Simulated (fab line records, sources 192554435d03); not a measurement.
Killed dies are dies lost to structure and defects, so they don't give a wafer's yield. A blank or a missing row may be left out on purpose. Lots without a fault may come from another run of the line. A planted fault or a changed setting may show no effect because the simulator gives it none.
fab line records | flow n5_finfet
record lots=9 wafers=27 last_day=17
route steps=1938 shown BEOL_M4@1059 PASSIVATION@1936
lots that met no fault: from a run of the same line without faults
start_h: hours from the record's first day to the start of the lot's first wafer shown | wait_h: hours since the lot's step before | " the same as in the row above | L1.1+2: a row that stands for several wafers | - no value, or no start given | * or withheld: withheld | < > ~ a bound
route shown NAME@n: a module of which the file shows steps, and the number in the route of the first | usual: mean/standard deviation of fault-free wafers | same: alike in all rows | chamber/n: place in a boat | sites: the reading at each site | _std_site: their standard deviation | _edge_site: outer sites' mean less inner sites' | radius_mm: how far each site lies from the wafer's centre | mask NAME#n: copy n | behind: the tool/chamber that last shaped the wafer | hold: why the lot was held/for how many hours/how that ended | device: the transistor (n, p or np) that didn't switch | end of line: the same wafers' tests at the end of the route | a step without rows: its recipe alone | killed: dies lost to structure and defects at the first sort, not the wafer's yield | map: a wafer's dies, x killed, . not, _ none there
set.NAME: the setting as run; set.NAME@STEP: as run at that earlier step | model.NAME: the simulator's own value behind a step, which no gauge read
steps of the route over a sample of lots; a table a step, a row a wafer
services: from which hour (start_h, from the record's first day; less than 0 if before it) a tool's chamber was out of use, for how many hours, and why
## steps
# step N5_BEOL_M4_DESCUM_33
# recipe chemistry=O2 time_s=7 source_power_w=50 bias_power_w=20 pressure_mtorr=20 rf_frequency_hz=2.712e+07 temp_c=40 resist=CAR-EUV o2_flow_sccm=225
# usual drypump_motor_current_A=5.7/0.52 o2_flow_sccm=224.9/0.68 oes_product_au=0.80/0.1 rf_fwd_power_W=49.29/0.23 rf_vpp_V=243.1/1.4 showerhead_plenum_p_Torr=2.10/0.071 throttle_valve_pct=20.40/0.18
# columns lot.wafer tool chamber start_h wait_h drypump_motor_current_A o2_flow_sccm oes_product_au rf_fwd_power_W rf_hours_counter_h rf_vpp_V showerhead_plenum_p_Torr throttle_valve_pct
L310.1 rie_diel-01 0 162.03 0.0 5.4 223.5 0.99 49.20 4 245.2 2.15 20.63
L310.2 " 1 " " 4.8 225.9 0.93 49.05 16 244.1 2.04 20.05
L310.3 " 2 " " 5.5 225.3 0.73 49.07 170 242.3 2.08 20.25
L314.1 rie_diel-04 1 174.97 0.0 5.6 226.2 0.70 49.05 213 242.3 2.07 20.40
L314.2 " 0 " " 5.6 223.8 0.69 49.55 239 241.6 2.07 20.87
L314.3 " 3 " " 5.6 224.7 0.74 49.58 187 240.0 1.99 20.18
L319.1 rie_diel-06 0 215.22 0.0 5.5 224.7 0.75 48.76 153 243.9 2.18 20.58
L319.3 " 1 " " 5.3 223.9 0.68 49.50 243 243.3 2.05 20.44
L319.5 " 3 " " 6.8 224.2 0.74 49.11 - 245.4 2.18 20.61
L323.3 rie_diel-01 2 233.80 0.0 5.5 225.1 0.71 49.42 197 243.6 2.07 20.29
L323.5 " 0 " " 5.3 225.4 0.91 49.19 - 244.4 2.14 20.67
L323.6 " 1 " " 4.8 225.3 0.88 49.26 - 242.0 2.03 20.10
L327.1 rie_diel-04 1 256.69 0.2 5.6 224.1 0.67 48.95 240 242.3 2.06 20.41
L327.5 " 2 " " 6.5 225.6 0.88 49.60 - 245.5 2.22 20.33
L327.6 " 1 " " 5.6 224.4 0.68 49.12 - 242.0 2.06 20.42
L326.1 rie_diel-04 1 267.68 0.0 5.6 226.3 0.68 49.27 244 243.5 2.06 20.44
L326.3 " 3 " " 5.6 225.9 0.72 49.79 224 241.7 1.98 20.22
L326.5 " 3 " " 5.6 225.6 0.71 49.78 - 240.2 1.98 20.22
L331.1 rie_diel-06 3 288.69 0.2 6.8 225.2 0.71 49.39 212 241.9 2.17 20.64
L331.4 " 2 " " 5.4 224.9 0.86 48.96 - 242.6 2.04 20.30
L331.6 " 0 " " 5.5 225.2 0.72 48.94 - 244.3 2.16 20.63
L332.2 rie_diel-06 0 289.44 0.1 5.5 224.2 0.71 48.90 185 242.9 2.16 20.62
L332.4 " 3 " " 6.8 225.1 0.71 49.35 - 244.7 2.17 20.66
L332.6 " 2 " " 5.4 225.6 0.87 49.31 - 240.2 2.04 20.29
L333.3 rie_diel-01 0 297.88 0.0 5.4 223.7 0.86 49.32 52 243.0 2.13 20.69
L333.4 " 3 " " 5.8 224.4 0.84 49.13 73 242.3 2.13 20.43
L333.5 " 1 " " 4.9 224.6 0.83 49.29 - 243.0 2.03 20.13
# step N5_BEOL_M4_TRENCH_ETCH_37
# recipe chemistry=C4F6/O2 target_depth_a=555.55 target=SiOC time_s=29.2 ion_energy_ev=250 pressure_mtorr=30 source_w=355 bias_w=185 Ar_flow_sccm=300 C4F6_flow_sccm=10 O2_flow_sccm=10
# usual drypump_motor_current_A=5.7/0.54 oes_product_au=0.80/0.097 rf_fwd_power_W=349.2/1.7 rf_vpp_V=661/4.7 showerhead_plenum_p_Torr=2.86/0.083 throttle_valve_pct=20.84/0.16
# columns lot.wafer tool chamber start_h wait_h drypump_motor_current_A oes_product_au rf_fwd_power_W rf_hours_counter_h rf_vpp_V showerhead_plenum_p_Torr throttle_valve_pct
L310.1 rie_diel-06 1 - - 5.3 0.69 348.6 224 651 2.81 20.91
L310.2 " 3 " " 6.8 0.75 347.6 166 661 2.95 20.89
L310.3 " 0 " " 5.5 0.75 348.2 135 666 2.96 20.94
L314.1 rie_diel-06 0 - - 5.5 0.76 347.0 142 667 2.95 20.95
L314.2 " 2 " " 5.4 0.95 349.2 7 657 2.81 20.76
L314.3 " 1 " " 5.4 0.68 349.7 232 652 2.81 20.91
L319.1 rie_diel-04 3 - - 5.7 0.73 354.3 204 663 2.71 20.64
L319.3 " 2 " " 6.5 0.91 352.3 - 667 3.03 20.84
L319.5 " 3 " " 5.6 0.74 352.9 - 663 2.71 20.63
L323.3 rie_diel-04 2 - - 6.5 0.90 350.3 34 665 3.02 20.86
L323.5 " 2 " " 6.5 0.89 351.1 - 666 3.02 20.85
L323.6 " 3 " " 5.6 0.73 349.9 - 665 2.70 20.64
L327.1 rie_diel-06 0 - - 5.5 0.72 347.7 171 666 2.94 20.99
L327.5 " 0 " " 5.5 0.73 347.6 - 667 2.94 21.01
L327.6 " 2 " " 5.4 0.88 348.3 - 657 2.80 20.79
L326.1 rie_diel-04 3 - - 5.6 0.72 354.1 224 666 2.70 20.67
L326.3 " 2 " " 6.5 0.87 351.7 45 665 3.02 20.89
L326.5 " 2 " " 6.5 0.87 350.3 - 666 3.02 20.89
L332.2 rie_diel-01 3 - - 5.8 0.85 350.0 71 655 2.87 20.76
L332.4 " 0 " " 5.4 0.87 350.1 50 661 2.90 21.10
L332.6 " 2 " " 5.5 0.69 347.1 - 665 2.83 20.83
L331.1 rie_diel-04 0 - - 5.6 0.89 348.6 28 660 2.80 21.03
L331.4 " 1 " " 5.6 0.98 350.9 0 662 2.79 20.48
L331.6 " 1 " " 5.6 0.98 349.4 - 662 2.79 20.47
L333.3 rie_diel-06 2 - - 5.4 0.86 347.2 50 658 2.79 20.82
L333.4 " 3 " " 6.8 0.70 348.1 - 661 2.92 20.98
L333.5 " 0 " " 5.5 0.70 347.7 - 667 2.93 21.02
# step N5_BEOL_M4_STRIP_97
# recipe chemistry=N2/H2 time_s=10 power_w=450 temp_c=40 pressure_mtorr=20 rf_frequency_hz=6e+07 bias_power_w=7 n2_flow_sccm=200 h2_flow_sccm=200
# usual drypump_motor_current_A=5.7/0.53 oes_product_au=0.80/0.098 rf_vpp_V=59.2/0.85 showerhead_plenum_p_Torr=2.55/0.081 throttle_valve_pct=23.62/0.19
# columns lot.wafer tool chamber start_h wait_h drypump_motor_current_A oes_product_au rf_hours_counter_h rf_vpp_V showerhead_plenum_p_Torr throttle_valve_pct
L310.1 rie_diel-06 1 - - 5.3 0.69 224 60.0 2.51 23.65
L310.2 " 3 " " 6.8 0.75 166 58.6 2.64 23.51
L310.3 " 0 " " 5.5 0.76 135 59.7 2.65 23.72
L314.1 rie_diel-06 0 - - 5.5 0.75 142 60.1 2.65 23.72
L314.2 " 2 " " 5.4 0.96 7 59.7 2.50 23.37
L314.3 " 1 " " 5.4 0.68 232 59.7 2.50 23.69
L319.1 rie_diel-04 3 - - 5.6 0.73 204 58.1 2.41 23.45
L319.3 " 2 " " 6.5 0.90 - 59.0 2.71 23.75
L319.5 " 3 " " 5.6 0.73 - 59.0 2.41 23.44
L323.3 rie_diel-04 2 - - 6.5 0.88 34 59.1 2.71 23.77
L323.5 " 2 " " 6.5 0.89 - 59.2 2.71 23.77
L323.6 " 3 " " 5.6 0.72 - 58.8 2.40 23.45
L327.1 rie_diel-06 0 - - 5.5 0.73 171 59.3 2.64 23.76
L327.5 " 0 " " 5.5 0.72 - 57.7 2.64 23.75
L327.6 " 2 " " 5.4 0.89 - 58.8 2.48 23.38
L326.1 rie_diel-04 3 - - 5.6 0.71 224 60.2 2.40 23.47
L326.3 " 2 " " 6.5 0.88 45 60.1 2.70 23.77
L326.5 " 2 " " 6.5 0.88 - 59.8 2.70 23.78
L332.2 rie_diel-01 3 - - 5.7 0.84 71 58.0 2.58 23.51
L332.4 " 0 " " 5.4 0.88 50 59.3 2.59 23.96
L332.6 " 2 " " 5.5 0.69 - 58.6 2.51 23.58
L331.1 rie_diel-04 0 - - 5.6 0.89 28 60.2 2.49 23.83
L331.4 " 1 " " 5.6 0.97 0 60.0 2.50 23.62
L331.6 " 1 " " 5.6 0.99 - 59.5 2.50 23.61
L333.3 rie_diel-06 2 - - 5.4 0.86 50 59.3 2.48 23.42
L333.4 " 3 " " 6.8 0.72 - 60.6 2.62 23.58
L333.5 " 0 " " 5.5 0.72 - 60.7 2.63 23.79
# step N5_BEOL_M4_ALD_84
# recipe material=TaN target_thk_a=* temp_c=275 ald_precursor_family=PDMAT ald_co_reactant=NH3 pressure_torr=3 carrier_flow_sccm=1500 pulse_time_s=2 purge_time_s=3 co_reactant_purge_time_s=2 co_reactant_pulse_time_s=3 ald_cycles=30 precursor_vessel_temp_c=75 precursor_vessel_pressure_torr=26.25 precursor_vessel_carrier_sccm=1000
# usual co_reactant_pulse_time_s=3/0 heater_power_w=422/39
# columns lot.wafer tool chamber start_h wait_h co_reactant_pulse_time_s heater_power_w since_wet_clean_h
L310.1 ald_metal-03 1 164.34 0.1 3 435 1366
L310.2 " 3 " " 3 417 1366
L310.3 " 2 " " 3 426 1366
L314.1 ald_metal-03 2 183.26 0.1 3 429 1385
L314.2 " 3 " " 3 426 1385
L314.3 " 1 " " 3 433 1385
L319.1 ald_metal-03 0 219.79 0.0 3 398 1421
L319.3 " 3 " " 3 439 1421
L319.5 " 2 " " 3 436 -
L323.3 ald_metal-03 2 240.86 0.1 2.811 426 1442
L323.5 " 0 " " 2.811 389 -
L323.6 " 1 " " 2.811 443 -
L327.1 ald_metal-03 0 264.61 0.1 2.811 388 1466
L327.5 " 3 " " 2.811 432 -
L327.6 " 0 " " 2.811 400 -
L326.1 ald_metal-03 3 270.30 0.1 2.811 410 1472
L326.3 " 2 " " 2.811 425 1472
L326.5 " 0 " " 2.811 391 -
L332.2 ald_metal-04 2 292.01 0.3 3 457 4570
L332.4 " 1 " " 3 506 4570
L332.6 " 3 " " 3 362 -
L331.1 ald_metal-04 1 299.98 0.0 3 502 4578
L331.4 " 0 " " 3 409 4578
L331.6 " 0 " " 3 413 -
L333.3 ald_metal-02 3 303.11 0.2 3 380 6120
L333.4 " 2 " " 3 430 6120
L333.5 " 1 " " 3 463 -
# step N5_BEOL_M4_RC_MEAS_101
# usual DIBL_N=36.4/1.5 DIBL_P=36.6/1.9 IOFF_N=0.155/0.021 IOFF_P=0.211/0.028 ION_N=671/8.6 ION_P=462/5.8 SS_N=71.5/0.5 SS_P=73.4/0.58 VT_N=250.1/2.4 VT_P=-250.1/3
# columns lot.wafer tool chamber start_h wait_h DIBL_N[mV/V] DIBL_P[mV/V] IOFF_N[nA/um] IOFF_P[nA/um] ION_N[uA/um] ION_P[uA/um] SS_N[mV/dec] SS_P[mV/dec] VT_N[mV] VT_P[mV]
L310.1 prober-02 0 167.86 0.0 35.7 35.0 0.134 0.193 674 457 71.2 72.5 250.6 -250.8
L310.2 " 0 " " 35.3 35.4 0.138 0.200 667 464 71.4 72.0 248.9 -251.9
L310.3 " 0 " " 35.8 34.5 0.142 0.189 685 461 71.5 72.8 250.2 -252.8
L314.1 prober-02 0 186.99 0.0 35.9 35.7 0.146 0.173 668 450 71.1 73.6 250.3 -254.6
L314.2 " 0 " " 34.8 34.6 0.130 0.158 665 448 70.9 73.4 251.9 -256.9
L314.3 " 0 " " 36.2 35.7 0.145 0.171 664 456 70.9 73.4 248.6 -255.1
L319.1 prober-02 0 224.30 0.0 37.3 36.8 0.157 0.208 676 460 71.5 73.1 250.6 -246.9
L319.3 " 0 " " 36.9 34.5 0.142 0.175 670 454 71.5 72.3 249.8 -251.8
L319.5 " 0 " " 38.4 37.2 0.170 0.222 679 466 71.0 73.1 250.6 -248.8
L323.3 prober-01 0 244.51 0.3 36.8 35.7 0.153 0.200 669 461 71.3 73.3 250.2 -250.9
L323.5 " 0 " " 36.4 34.3 0.132 0.178 669 457 71.5 72.7 254.0 -251.9
L323.6 " 0 " " 37.2 35.9 0.162 0.203 672 461 72.4 72.8 247.5 -250.6
L327.1 prober-01 0 268.67 0.0 37.4 37.4 0.165 0.216 673 456 72.4 73.7 249.8 -250.1
L327.5 " 0 " " 37.3 37.3 0.157 0.215 661 459 72.3 73.1 250.2 -250.8
L327.6 " 0 " " 37.6 37.9 0.167 0.225 669 466 71.7 73.4 250.1 -247.8
L326.1 prober-01 0 273.76 0.0 37.7 37.4 0.158 0.238 669 463 72.0 73.7 249.9 -249.9
L326.3 " 0 " " 37.2 37.2 0.149 0.240 665 462 71.5 73.4 249.9 -250.2
L326.5 " 0 " " 38.2 38.3 0.169 0.260 671 471 71.9 73.4 249.4 -246.3
L332.2 prober-01 0 297.41 0.2 32.6 33.7 0.128 0.168 670 469 71.4 72.8 252.5 -250.6
L332.4 " 0 " " 34.9 35.5 0.152 0.209 677 471 71.3 73.7 249.9 -246.6
L332.6 " 0 " " 34.2 34.8 0.143 0.188 679 467 71.7 73.1 251.6 -253.1
L331.1 prober-01 0 303.81 0.0 39.8 41.7 0.233 0.282 702 480 72.2 74.6 243.9 -246.3
L331.4 " 0 " " 39.0 41.0 0.208 0.272 686 467 72.0 74.7 247.7 -247.1
L331.6 " 0 " " 38.5 39.3 0.171 0.232 672 463 71.9 73.8 251.6 -249.3
L333.3 prober-02 0 308.56 0.3 37.5 37.3 0.160 0.168 675 452 72.1 73.6 248.8 -257.4
L333.4 " 0 " " 36.8 37.3 0.155 0.173 675 458 70.9 73.6 248.2 -256.5
L333.5 " 0 " " 38.2 38.1 0.175 0.183 691 461 71.8 73.1 247.3 -256.1
# step N5_PASSIVATION_PROBE_49
# usual defect_limited_yield=91.5/1.4 killed_at_M0_to_M3=33/10 killed_at_M4_up=13/5 killed_at_contacts=13/5.6 killed_at_front_end=38/12 killed_at_other=3.9/2.7 killed_dies=100/16 killed_on_rim=13/4 killed_open=66/13 killed_short=32/7.2 sort_bin_5_function=5.0/0.97 sort_bin_6_memory=3.2/0.61 sort_n_pass=1080/16 sort_yield_pct=91.5/1.4
# same gross_dies=1180 killed_at_back_side=0 sort_bin_4_leakage[%]=0 sort_bin_8_speed[%]=0
# columns lot.wafer tool chamber start_h wait_h defect_limited_yield[%] killed_at_M0_to_M3 killed_at_M4_up killed_at_contacts killed_at_front_end killed_at_other killed_dies killed_on_rim killed_open killed_short sort_bin_5_function[%] sort_bin_6_memory[%] sort_n_pass sort_yield_pct[%]
L310.1 prober-02 - 273.11 0.0 92.0 21 13 6 48 6 94 12 66 27 5.0 2.8 1086 92.0
L310.2 prober-02 - 273.16 0.1 92.4 15 13 32 25 5 90 12 69 20 4.7 2.7 1090 92.4
L310.3 prober-02 - 273.21 0.1 92.3 19 9 19 36 8 91 14 58 31 4.2 3.1 1089 92.3
L314.1 prober-01 - 290.84 0.0 91.7 43 11 3 38 3 98 9 66 31 5.4 2.5 1082 91.7
L314.2 prober-01 - 290.89 0.1 93.0 29 8 7 35 4 83 19 57 25 4.1 2.7 1097 93.0
L314.3 prober-01 - 290.94 0.1 91.0 59 7 10 29 1 106 13 74 31 5.1 3.5 1074 91.0
L319.1 prober-01 - 329.83 0.0 89.2 32 17 15 61 2 127 14 94 33 6.3 4.2 1053 89.2
L319.3 prober-01 - 329.93 0.1 89.4 40 17 14 52 2 125 17 96 28 7.0 3.4 1055 89.4
L319.5 prober-01 - 330.03 0.2 91.4 16 25 16 44 1 102 15 77 25 4.6 3.9 1078 91.4
L323.3 prober-02 - 342.83 0.1 90.7 38 10 6 51 5 110 11 62 45 4.7 4.1 1070 90.7
L323.5 prober-02 - 342.93 0.2 91.8 26 6 7 55 3 97 11 48 47 4.5 3.2 1083 91.8
L323.6 prober-02 - 342.98 0.3 90.7 28 13 13 51 5 110 13 65 43 4.6 4.3 1070 90.7
L326.1 prober-02 - 377.93 0.0 91.9 33 9 5 44 4 95 6 54 38 4.9 2.8 1085 91.9
L326.3 prober-02 - 378.03 0.1 91.5 13 7 7 71 2 100 13 61 36 4.9 3.1 1080 91.5
L326.5 prober-02 - 378.13 0.2 89.9 29 12 13 59 6 119 22 83 34 6.4 3.1 1061 89.9
L332.2 prober-01 - 400.72 0.1 89.2 39 17 12 56 3 127 23 81 40 6.4 3.6 1053 89.2
L332.4 prober-01 - 400.82 0.2 89.9 33 5 19 62 0 119 13 88 31 6.4 3.1 1061 89.9
L332.6 prober-01 - 400.92 0.3 90.3 55 7 13 40 0 115 19 66 44 5.0 3.8 1065 90.3
L331.1 prober-02 - 414.29 0.0 91.6 20 19 9 49 2 99 15 70 29 4.9 3.1 1081 91.6
L331.4 prober-02 - 414.44 0.2 93.1 12 20 12 35 3 82 12 57 25 4.2 2.5 1098 93.1
L331.6 prober-02 - 414.54 0.3 93.6 19 16 11 26 4 76 10 54 22 3.4 3.1 1104 93.6
# killed by level:class
L310.1 STI_FIN_REVEAL:geometric_particle:open=22 BEOL_M0_SAQP:geometric_particle:open=9 FIN_SAQP:geometric_particle:open=8 BEOL_M4:geometric_particle:open=5 MOL_CONTACT_COAG:geometric_particle:open=4 BEOL_M2:geometric_particle:open=4 PAD_METAL:geometric_particle:short=4 ILD0:geometric_particle:open=3
L310.2 MOL_CONTACT_COAG:geometric_particle:open=25 STI_FIN_REVEAL:geometric_particle:open=8 MOL_CONTACT_COAG:geometric_particle:short=7 FIN_SAQP:geometric_particle:open=5 BEOL_M4:geometric_particle:open=5 DUMMY_GATE:geometric_particle:open=4 BEOL_M0_SAQP:geometric_particle:short=3 BEOL_M0_SAQP:geometric_particle:open=3
L310.3 STI_FIN_REVEAL:geometric_particle:open=13 MOL_CONTACT_COAG:geometric_particle:open=11 MOL_CONTACT_COAG:geometric_particle:short=8 BEOL_M0_SAQP:geometric_particle:open=7 PAD_METAL:geometric_particle:short=6 FIN_SAQP:geometric_particle:open=5 BEOL_M2:geometric_particle:open=4 STARTING-WAFER:geometric_particle:short=4
L314.1 BEOL_M0_SAQP:geometric_particle:short=9 GATE_CUT:geometric_particle:short=8 STI_FIN_REVEAL:geometric_particle:open=7 BEOL_M0_SAQP:geometric_particle:open=7 BEOL_M0:geometric_particle:open=6 DUMMY_GATE:geometric_particle:open=6 BEOL_M1:geometric_particle:open=6 FIN_SAQP:geometric_particle:open=5
L314.2 STI_FIN_REVEAL:geometric_particle:open=11 BEOL_M1:geometric_particle:open=10 DUMMY_GATE:geometric_particle:open=9 BEOL_M0_SAQP:geometric_particle:open=6 MOL_CONTACT_COAG:geometric_particle:open=5 BEOL_M3:geometric_particle:open=5 GATE_CUT:geometric_particle:short=4 BEOL_M0_SAQP:geometric_particle:short=3
L314.3 BEOL_M3:geometric_particle:open=14 BEOL_M1:geometric_particle:open=10 MOL_CONTACT_COAG:geometric_particle:open=10 BEOL_M0_SAQP:geometric_particle:short=9 BEOL_M0_SAQP:geometric_particle:open=8 FIN_SAQP:geometric_particle:open=6 STI_FIN_REVEAL:geometric_particle:open=5 BEOL_M0:geometric_particle:open=5
L319.1 STI_FIN_REVEAL:geometric_particle:open=35 MOL_CONTACT_COAG:geometric_particle:open=14 BEOL_M0_SAQP:geometric_particle:open=12 STI_FIN_REVEAL:geometric_particle:short=9 BEOL_M3:geometric_particle:open=5 FIN_SAQP:geometric_particle:short=4 GATE_CUT:geometric_particle:short=4 FIN_SAQP:geometric_particle:open=3
L319.3 STI_FIN_REVEAL:geometric_particle:open=19 MOL_CONTACT_COAG:geometric_particle:open=13 BEOL_M0_SAQP:geometric_particle:open=10 BEOL_M1:geometric_particle:open=8 BEOL_M3:geometric_particle:open=8 BEOL_M5:geometric_particle:open=8 BEOL_M0_SAQP:geometric_particle:short=7 GATE_CUT:geometric_particle:short=6
L319.5 STI_FIN_REVEAL:geometric_particle:open=14 MOL_CONTACT_COAG:geometric_particle:open=14 BEOL_M5:geometric_particle:open=8 GATE_CUT:geometric_particle:open=7 BEOL_M6:geometric_particle:open=6 FIN_SAQP:geometric_particle:open=4 GATE_CUT:geometric_particle:short=4 BEOL_M3:geometric_particle:open=4
L323.3 FIN_SAQP:geometric_particle:short=11 STI_FIN_REVEAL:geometric_particle:open=11 BEOL_M0_SAQP:geometric_particle:short=11 BEOL_M0_SAQP:geometric_particle:open=10 FIN_SAQP:geometric_particle:open=8 BEOL_M2:geometric_particle:open=6 BEOL_M5:geometric_particle:open=5 GATE_CUT:geometric_particle:open=4
L323.5 BEOL_M0_SAQP:geometric_particle:short=15 FIN_SAQP:geometric_particle:short=14 FIN_SAQP:geometric_particle:open=11 STI_FIN_REVEAL:geometric_particle:open=10 GATE_CUT:geometric_particle:short=7 MOL_CONTACT_COAG:geometric_particle:open=6 BEOL_M0_SAQP:geometric_particle:open=5 BEOL_M5:geometric_particle:open=4
L323.6 FIN_SAQP:geometric_particle:open=14 STI_FIN_REVEAL:geometric_particle:open=10 FIN_SAQP:geometric_particle:short=9 MOL_CONTACT_COAG:geometric_particle:open=9 BEOL_M0_SAQP:geometric_particle:open=7 BEOL_M0_SAQP:geometric_particle:short=7 GATE_CUT:geometric_particle:open=6 BEOL_M1:geometric_particle:short=6
L326.1 FIN_SAQP:geometric_particle:short=13 BEOL_M0_SAQP:geometric_particle:short=11 BEOL_M0_SAQP:geometric_particle:open=10 FIN_SAQP:geometric_particle:open=7 DUMMY_GATE:geometric_particle:open=6 BEOL_M2:geometric_particle:open=6 BEOL_M4:geometric_particle:open=4 STI_FIN_REVEAL:geometric_particle:open=3
L326.3 FIN_SAQP:geometric_particle:open=22 FIN_SAQP:geometric_particle:short=8 DUMMY_GATE:geometric_particle:open=7 GATE_CUT:geometric_particle:short=5 BEOL_M0_SAQP:geometric_particle:short=5 STI_FIN_REVEAL:geometric_particle:open=4 MOL_CONTACT_COAG:geometric_particle:open=4 BEOL_M2:geometric_particle:open=4
L326.5 FIN_SAQP:geometric_particle:open=15 MOL_CONTACT_COAG:geometric_particle:open=11 BEOL_M0_SAQP:geometric_particle:open=8 BEOL_M0_SAQP:geometric_particle:short=7 FIN_SAQP:geometric_particle:short=6 DUMMY_GATE:geometric_particle:open=6 BEOL_M4:geometric_particle:open=6 GATE_CUT:geometric_particle:short=5
L332.2 STI_FIN_REVEAL:geometric_particle:open=16 FIN_SAQP:geometric_particle:open=13 BEOL_M0_SAQP:geometric_particle:open=13 FIN_SAQP:geometric_particle:short=10 BEOL_M3:geometric_particle:open=10 MOL_CONTACT_COAG:geometric_particle:open=8 BEOL_M1:geometric_particle:open=5 MOL_CONTACT_COAG:geometric_particle:short=4
L332.4 FIN_SAQP:geometric_particle:open=18 STI_FIN_REVEAL:geometric_particle:open=17 MOL_CONTACT_COAG:geometric_particle:open=14 BEOL_M3:geometric_particle:open=11 BEOL_M0_SAQP:geometric_particle:open=9 FIN_SAQP:geometric_particle:short=8 STARTING-WAFER:geometric_particle:open=6 MOL_CONTACT_COAG:geometric_particle:short=5
L332.6 BEOL_M3:geometric_particle:open=21 FIN_SAQP:geometric_particle:short=14 BEOL_M0_SAQP:geometric_particle:short=14 MOL_CONTACT_COAG:geometric_particle:open=12 BEOL_M0_SAQP:geometric_particle:open=9 FIN_SAQP:geometric_particle:open=7 GATE_CUT:geometric_particle:short=4 STI_FIN_REVEAL:geometric_particle:open=3
L331.1 FIN_SAQP:geometric_particle:open=17 BEOL_M4:geometric_particle:open=12 FIN_SAQP:geometric_particle:short=8 MOL_CONTACT_COAG:geometric_particle:open=8 BEOL_M0_SAQP:geometric_particle:open=6 DUMMY_GATE:geometric_particle:short=4 GATE_CUT:geometric_particle:short=4 BEOL_M3:geometric_particle:open=4
L331.4 FIN_SAQP:geometric_particle:open=12 BEOL_M4:geometric_particle:open=9 MOL_CONTACT_COAG:geometric_particle:open=8 FIN_SAQP:geometric_particle:short=4 STI_FIN_REVEAL:geometric_particle:open=4 MOL_CONTACT_COAG:geometric_particle:short=4 STARTING-WAFER:geometric_particle:open=4 BEOL_M1:geometric_particle:open=3
L331.6 BEOL_M4:geometric_particle:open=11 MOL_CONTACT_COAG:geometric_particle:open=9 FIN_SAQP:geometric_particle:short=6 BEOL_M1:geometric_particle:open=6 BEOL_M0_SAQP:geometric_particle:open=5 FIN_SAQP:geometric_particle:open=3 STI_FIN_REVEAL:geometric_particle:open=3 GATE_CUT:geometric_particle:short=3
## services
# columns tool chamber start_h hours kind
rie_diel-06 2 150.22 - clean
rie_diel-06 2 150.22 - consumable_replace:focus_ring
rie_diel-06 2 150.22 14.8 scheduled_down
rie_diel-06 2 150.22 14.8 vent_cycle
ald_metal-04 2 180.37 35.2 repair
rie_diel-04 0 204.28 - clean
rie_diel-04 0 204.28 - consumable_replace:focus_ring
rie_diel-04 0 204.28 17.3 scheduled_down
rie_diel-04 0 204.28 17.3 vent_cycle
rie_diel-04 1 217.32 5.2 repair
ald_metal-02 2 230.35 24.7 repair
rie_diel-06 1 242.35 55.8 repair
ald_metal-03 - 255.55 1.3 repair
ald_metal-04 - 257.14 8.7 pm
rie_diel-04 0 265.68 8.2 repair
rie_diel-06 2 272.24 7.4 repair
ald_metal-04 2 272.58 5.5 repair
rie_diel-04 1 282.28 - clean
rie_diel-04 1 282.28 - consumable_replace:focus_ring
rie_diel-04 1 282.28 15.7 scheduled_down
rie_diel-04 1 282.28 15.7 vent_cycle
ald_metal-02 1 295.06 7.0 repair
ald_metal-02 - 299.34 2.8 pm
rie_diel-04 2 302.97 9.8 repair
## key
first_sign step=N5_BEOL_M4_ALD_84 reading=co_reactant_pulse_time_s direction=down sigmas=99+ usual=* struck=*
effect none on later readings
met_at N5_BEOL_M4_ALD_84
struck_lots L323,L326,L327
not_acting_at N5_BEOL_M4_DESCUM_33,N5_BEOL_M4_TRENCH_ETCH_37,N5_BEOL_M4_STRIP_97
onset_between 219.79 240.86
fault kind=process_parameter_drift tool=ald_metal-03 chamber=- onset_h=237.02 steps=N5_BEOL_M4_ALD_84 channel=co_reactant_pulse_time_s offset=* shape=step end_h=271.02 acts_in=* stated=*
